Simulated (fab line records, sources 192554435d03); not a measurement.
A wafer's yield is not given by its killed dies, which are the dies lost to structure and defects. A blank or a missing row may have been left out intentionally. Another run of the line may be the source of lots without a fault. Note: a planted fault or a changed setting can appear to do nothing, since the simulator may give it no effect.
Which of the tools did it? + flow n5Finfet + 24 lots with 72 wafers sampled at 5 steps, on a route of 1938 steps

## WHAT THE GAUGES SHOWED, per wafer
N5_BEOL_M2_OVL_MEAS_29. Usual: V1_OVL gives -0.4 nm (standard deviation 0.69).
| lot  | measured     | on         | V1_OVL (nm)    | flag |
|------|--------------|------------|----------------|------|
| L074 | day 6 21:42  | overlay-01 | 0.1 0.0 0.4    |      |
| L075 | day 6 23:50  | overlay-02 | -1.0 -1.8 -0.5 |      |
| L076 | day 7 17:45  | overlay-02 | -1.4 -1.6 -0.3 |      |
| L077 | day 7 22:29  | overlay-02 | -0.9 -1.5 -0.2 |      |
| L078 | day 7 23:38  | overlay-01 | -0.8 -0.8 -0.3 |      |
| L079 | day 8 13:27  | overlay-01 | 0.0 0.1 -0.7   |      |
| L080 | day 8 17:46  | overlay-01 | -0.1 -0.1 0.0  |      |
| L081 | day 8 18:36  | overlay-02 | -1.2 -1.1 -0.8 |      |
| L082 | day 9 01:56  | overlay-01 | 0.3 0.6 0.9    |      |
| L083 | day 9 07:25  | overlay-02 | -0.4 -0.5 -1.6 |      |
| L084 | day 9 08:28  | overlay-01 | -1.0 -0.5 -1.3 |      |
| L085 | day 9 10:00  | overlay-02 | -0.2 -1.2 -0.7 |      |
| L086 | day 9 13:46  | overlay-01 | 0.1 0.2 0.2    |      |
| L087 | day 9 22:22  | overlay-02 | 0.7 -0.1 0.5   |      |
| L088 | day 10 01:28 | overlay-02 | -1.6 -1.7 -1.8 |      |
| L090 | day 10 12:02 | overlay-01 | -0.3 0.0 -0.7  |      |
| L089 | day 11 00:22 | overlay-02 | -0.6 -0.7 -0.3 |      |
| L091 | day 11 01:43 | overlay-02 | 0.2 -1.4 -0.3  |      |
| L092 | day 11 10:58 | overlay-01 | -0.8 -1.3 -0.1 |      |
| L094 | day 11 11:08 | overlay-01 | -0.3 -0.6 -0.7 |      |
| L093 | day 11 20:22 | overlay-02 | 0.6 -0.4 -0.2  |      |
| L095 | day 11 22:07 | overlay-02 | 0.4 0.6 0.2    |      |
| L096 | day 12 11:57 | overlay-02 | 0.6 1.2 0.9    |      |
| L097 | day 13 14:23 | overlay-02 | 0.5 -1.7 0.0   |      |

N5_BEOL_M2_INSPECT_59: inspects for defects (darkfield). Usual: rawDefectCount at 71, with a standard deviation of 25.
| lot  | measured     | on               | rawDefectCount | flag |
|------|--------------|------------------|----------------|------|
| L074 | day 7 12:13  | defectInspect-02 | 71 69 56       |      |
| L075 | day 7 17:23  | defectInspect-02 | 64 77 76       |      |
| L076 | day 8 05:38  | defectInspect-01 | 79 68 90       |      |
| L077 | day 8 06:12  | defectInspect-01 | 109 101 52     |      |
| L078 | day 8 11:25  | defectInspect-02 | 56 30 63       |      |
| L079 | day 8 20:00  | defectInspect-01 | 129 77 78      |      |
| L080 | day 9 06:10  | defectInspect-02 | 73 60 44       |      |
| L081 | day 9 11:34  | defectInspect-02 | 69 74 132      |      |
| L082 | day 14 08:20 | defectInspect-01 | 70 88 68       |      |
| L083 | day 11 04:41 | defectInspect-02 | 48 58 51       |      |
| L084 | day 11 05:00 | defectInspect-01 | 71 46 90       |      |
| L085 | day 11 16:38 | defectInspect-02 | 73 76 71       |      |
| L086 | day 12 08:20 | defectInspect-02 | 44 56 54       |      |
| L087 | day 12 20:18 | defectInspect-01 | 106 62 71      |      |
| L088 | day 12 22:11 | defectInspect-02 | 57 83 123      |      |
| L090 | day 13 04:30 | defectInspect-02 | 38 76 49       |      |
| L089 | day 13 09:18 | defectInspect-02 | 52 42 44       |      |
| L091 | day 12 22:47 | defectInspect-02 | 84 96 66       |      |
| L092 | day 13 07:28 | defectInspect-02 | 106 128 91     |      |
| L094 | day 13 11:08 | defectInspect-02 | 49 33 31       |      |
| L093 | day 13 18:51 | defectInspect-02 | 112 55 47      |      |
| L095 | day 13 19:01 | defectInspect-02 | 91 108 117     |      |
| L096 | day 14 07:39 | defectInspect-01 | 58 94 52       |      |
| L097 | day 14 14:58 | defectInspect-01 | 50 49 61       |      |

## WHAT TOOL EACH LOT RAN ON (gives the tool, then ch and the chambers of the sampled wafers, and finally the start)
| lot  | N5_BEOL_M2_PRE_CLEAN_45     | N5_BEOL_M2_SPUTTER_86       | N5_BEOL_M2_ANNEAL_93        |
|------|-----------------------------|-----------------------------|-----------------------------|
| L074 | pvdSputter-03, day 7 07:38  | pvdSputter-03, day 7 10:02  | pvdSputter-03, day 7 10:47  |
| L075 | pvdSputter-02, day 7 11:49  | pvdSputter-01, day 7 13:47  | pvdSputter-01, day 7 14:31  |
| L076 | pvdSputter-02, day 8 02:17  | pvdSputter-02, day 8 03:28  | pvdSputter-02, day 8 04:12  |
| L077 | pvdSputter-01, day 8 02:27  | pvdSputter-01, day 8 04:01  | pvdSputter-01, day 8 04:45  |
| L078 | pvdSputter-02, day 8 07:50  | pvdSputter-01, day 8 09:12  | pvdSputter-01, day 8 09:56  |
| L079 | pvdSputter-02, day 8 16:31  | pvdSputter-03, day 8 17:50  | pvdSputter-03, day 8 18:34  |
| L080 | pvdSputter-01, day 9 00:47  | pvdSputter-02, day 9 03:44  | pvdSputter-02, day 9 04:28  |
| L081 | pvdSputter-01, day 9 07:49  | pvdSputter-01, day 9 09:20  | pvdSputter-01, day 9 10:04  |
| L082 | pvdSputter-03, day 9 15:26  | pvdSputter-03, day 14 06:04 | pvdSputter-03, day 14 06:48 |
| L083 | pvdSputter-02, day 11 01:14 | pvdSputter-02, day 11 02:23 | pvdSputter-02, day 11 03:08 |
| L084 | pvdSputter-02, day 11 01:19 | pvdSputter-01, day 11 02:35 | pvdSputter-01, day 11 03:20 |
| L085 | pvdSputter-02, day 11 13:13 | pvdSputter-01, day 11 14:24 | pvdSputter-01, day 11 15:08 |
| L086 | pvdSputter-01, day 12 04:50 | pvdSputter-01, day 12 06:02 | pvdSputter-01, day 12 06:47 |
| L087 | pvdSputter-01, day 12 16:58 | pvdSputter-01, day 12 18:08 | pvdSputter-01, day 12 18:52 |
| L088 | pvdSputter-02, day 12 18:46 | pvdSputter-01, day 12 20:01 | pvdSputter-01, day 12 20:45 |
| L090 | pvdSputter-01, day 13 00:46 | pvdSputter-01, day 13 02:19 | pvdSputter-01, day 13 03:04 |
| L089 | pvdSputter-01, day 13 04:13 | pvdSputter-02, day 13 07:07 | pvdSputter-02, day 13 07:52 |
| L091 | pvdSputter-02, day 12 19:20 | pvdSputter-02, day 12 20:35 | pvdSputter-02, day 12 21:20 |
| L092 | pvdSputter-01, day 13 04:04 | pvdSputter-01, day 13 05:18 | pvdSputter-01, day 13 06:02 |
| L094 | pvdSputter-01, day 13 07:10 | pvdSputter-01, day 13 08:30 | pvdSputter-01, day 13 09:14 |
| L093 | pvdSputter-01, day 13 15:26 | pvdSputter-01, day 13 16:37 | pvdSputter-01, day 13 17:21 |
| L095 | pvdSputter-01, day 13 15:36 | pvdSputter-02, day 13 16:50 | pvdSputter-02, day 13 17:34 |
| L096 | pvdSputter-01, day 14 02:22 | pvdSputter-01, day 14 05:27 | pvdSputter-01, day 14 06:11 |
| L097 | pvdSputter-01, day 14 11:29 | pvdSputter-01, day 14 12:47 | pvdSputter-01, day 14 13:31 |
- N5_BEOL_M2_PRE_CLEAN_45: time 30 s.
- N5_BEOL_M2_SPUTTER_86: material Cu, target thk 4.5 nm, time 8.29 s.
- N5_BEOL_M2_ANNEAL_93: time 240 s.

## AS READ BY THE TOOLS THEMSELVES (means over the sampled wafers that have a number; for cases with no such wafer, the mark the record gives instead)
N5_BEOL_M2_PRE_CLEAN_45. Usual: heaterPowerW at 320 W, with a standard deviation of 29.
| lot  | tool          | heaterPowerW (W) | flag |
|------|---------------|------------------|------|
| L074 | pvdSputter-03 | 307              |      |
| L075 | pvdSputter-02 | 360              |      |
| L076 | pvdSputter-02 | 329              |      |
| L077 | pvdSputter-01 | 319              |      |
| L078 | pvdSputter-02 | 362              |      |
| L079 | pvdSputter-02 | 318              |      |
| L080 | pvdSputter-01 | 301              |      |
| L081 | pvdSputter-01 | 318              |      |
| L082 | pvdSputter-03 | 337              |      |
| L083 | pvdSputter-02 | 321              |      |
| L084 | pvdSputter-02 | 320              |      |
| L085 | pvdSputter-02 | 338              |      |
| L086 | pvdSputter-01 | 313              |      |
| L087 | pvdSputter-01 | 320              |      |
| L088 | pvdSputter-02 | 329              |      |
| L090 | pvdSputter-01 | 316              |      |
| L089 | pvdSputter-01 | 295              |      |
| L091 | pvdSputter-02 | 327              |      |
| L092 | pvdSputter-01 | 308              |      |
| L094 | pvdSputter-01 | 317              |      |
| L093 | pvdSputter-01 | 317              |      |
| L095 | pvdSputter-01 | 315              |      |
| L096 | pvdSputter-01 | 298              |      |
| L097 | pvdSputter-01 | 315              |      |

N5_BEOL_M2_SPUTTER_86. Usual: throttleValvePct at 29.6 %, with a standard deviation of 1.
| lot  | tool          | throttleValvePct (%) | flag |
|------|---------------|----------------------|------|
| L074 | pvdSputter-03 | 28.9                 |      |
| L075 | pvdSputter-01 | 29.3                 |      |
| L076 | pvdSputter-02 | 30.1                 |      |
| L077 | pvdSputter-01 | 29.5                 |      |
| L078 | pvdSputter-01 | 29.7                 |      |
| L079 | pvdSputter-03 | 28.7                 |      |
| L080 | pvdSputter-02 | 29.6                 |      |
| L081 | pvdSputter-01 | 30.3                 |      |
| L082 | pvdSputter-03 | 28.8                 |      |
| L083 | pvdSputter-02 | 29.6                 |      |
| L084 | pvdSputter-01 | 30.1                 |      |
| L085 | pvdSputter-01 | 30.7                 |      |
| L086 | pvdSputter-01 | 29.2                 |      |
| L087 | pvdSputter-01 | 29.1                 |      |
| L088 | pvdSputter-01 | 29.6                 |      |
| L090 | pvdSputter-01 | 30.6                 |      |
| L089 | pvdSputter-02 | 29.4                 |      |
| L091 | pvdSputter-02 | 29.9                 |      |
| L092 | pvdSputter-01 | 29.9                 |      |
| L094 | pvdSputter-01 | 29.5                 |      |
| L093 | pvdSputter-01 | 29.8                 |      |
| L095 | pvdSputter-02 | 29.9                 |      |
| L096 | pvdSputter-01 | 30.8                 |      |
| L097 | pvdSputter-01 | 29.8                 |      |

N5_BEOL_M2_ANNEAL_93. Usual: heaterPowerW at 791 W, with a standard deviation of 69.
| lot  | tool          | heaterPowerW (W) | flag |
|------|---------------|------------------|------|
| L074 | pvdSputter-03 | 802              |      |
| L075 | pvdSputter-01 | 784              |      |
| L076 | pvdSputter-02 | 879              |      |
| L077 | pvdSputter-01 | 760              |      |
| L078 | pvdSputter-01 | 794              |      |
| L079 | pvdSputter-03 | 833              |      |
| L080 | pvdSputter-02 | 862              |      |
| L081 | pvdSputter-01 | 754              |      |
| L082 | pvdSputter-03 | 865              |      |
| L083 | pvdSputter-02 | 813              |      |
| L084 | pvdSputter-01 | 763              |      |
| L085 | pvdSputter-01 | 724              |      |
| L086 | pvdSputter-01 | 797              |      |
| L087 | pvdSputter-01 | 833              |      |
| L088 | pvdSputter-01 | 761              |      |
| L090 | pvdSputter-01 | 747              |      |
| L089 | pvdSputter-02 | 825              |      |
| L091 | pvdSputter-02 | 844              |      |
| L092 | pvdSputter-01 | 789              |      |
| L094 | pvdSputter-01 | 769              |      |
| L093 | pvdSputter-01 | 779              |      |
| L095 | pvdSputter-02 | 844              |      |
| L096 | pvdSputter-01 | 722              |      |
| L097 | pvdSputter-01 | 763              |      |

## THE ANSWER, worked out from the rows above alone
Rule: a lot counts as off when the mean over its wafers that have a number is more than 3 standard deviations away from the usual mean. A lot without any number at a reading at which 4 lots or more have one is off too. Where the step has rows for the other lots, those lots are counted as sound. Order of review: gauges by route order, followed by the tools' own readings, for which a lot's mean as printed above is used. The first step at which some lot is off is used, and at that step the reading that is off furthest; a lot without a number counts as furthest.
No lot is off on any of the readings shown, so nothing can be concluded from this.

## WHAT HAD BEEN PUT IN BY THE SIMULATOR
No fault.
